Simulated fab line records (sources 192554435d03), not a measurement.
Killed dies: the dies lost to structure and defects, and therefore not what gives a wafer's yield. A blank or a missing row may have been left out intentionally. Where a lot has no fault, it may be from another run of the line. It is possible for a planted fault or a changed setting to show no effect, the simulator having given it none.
Matching of chambers / flow n5-finfet / pecvd-01 running N5_BEOL_M3_PECVD_72: 3 sister chambers
The step deposits SiO2 from TEOS/O2, target thk 16 nm, time 18 s. 6 wafers are shown with their chamber, then 8 later ones without.

EACH WAFER AND ITS CHAMBER
wafer=L078.6; chamber=1; throttle-valve-pct (%)=21.8; showerhead-plenum-p-Torr (Torr)=8.73
wafer=L085.1; chamber=1; throttle-valve-pct (%)=21.3; showerhead-plenum-p-Torr (Torr)=8.76
wafer=L085.3; chamber=0; throttle-valve-pct (%)=23.4; showerhead-plenum-p-Torr (Torr)=8.72
wafer=L086.5; chamber=0; throttle-valve-pct (%)=23.8; showerhead-plenum-p-Torr (Torr)=8.72
wafer=L086.6; chamber=2; throttle-valve-pct (%)=22.7; showerhead-plenum-p-Torr (Torr)=8.81
wafer=L087.3; chamber=2; throttle-valve-pct (%)=22.3; showerhead-plenum-p-Torr (Torr)=8.78

WAFERS WHOSE CHAMBER IS MISSING
wafer=L087.4; throttle-valve-pct (%)=23.6; showerhead-plenum-p-Torr (Torr)=8.75
wafer=L087.5; throttle-valve-pct (%)=21.7; showerhead-plenum-p-Torr (Torr)=8.78
wafer=L091.2; throttle-valve-pct (%)=24.0; showerhead-plenum-p-Torr (Torr)=8.74
wafer=L091.3; throttle-valve-pct (%)=21.9; showerhead-plenum-p-Torr (Torr)=8.76
wafer=L091.6; throttle-valve-pct (%)=21.8; showerhead-plenum-p-Torr (Torr)=8.76
wafer=L097.1; throttle-valve-pct (%)=23.7; showerhead-plenum-p-Torr (Torr)=8.71
wafer=L097.4; throttle-valve-pct (%)=22.5; showerhead-plenum-p-Torr (Torr)=8.78
wafer=L097.6; throttle-valve-pct (%)=23.6; showerhead-plenum-p-Torr (Torr)=8.72

EACH ONE'S CHAMBER
wafer=L087.4; from the rows above=0; in truth=0
wafer=L087.5; from the rows above=can't be placed: 1 or 2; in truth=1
wafer=L091.2; from the rows above=0; in truth=0
wafer=L091.3; from the rows above=can't be placed: 1 or 2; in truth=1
wafer=L091.6; from the rows above=can't be placed: 1 or 2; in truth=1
wafer=L097.1; from the rows above=0; in truth=0
wafer=L097.4; from the rows above=2; in truth=2
wafer=L097.6; from the rows above=0; in truth=0
5 of 8 placed correctly. Can't be placed from these rows: 3 (the true chamber is among the candidates in 3). Number placed wrongly: 0.
How it was worked out, from the rows above alone: a wafer's distance from a chamber is the root of the sum, over the readings, of the square of ((its reading less the chamber's mean) divided by the reading's scatter). If the next closest chamber is less than 2 further off than the closest, the wafer can't be placed; otherwise it belongs to the closest. Each chamber's mean is taken over the wafers shown for it. How the scatter is found: for the shown wafers, subtract from each reading the mean of its chamber, square and add these, divide the total by (wafers less chambers), then take the root.
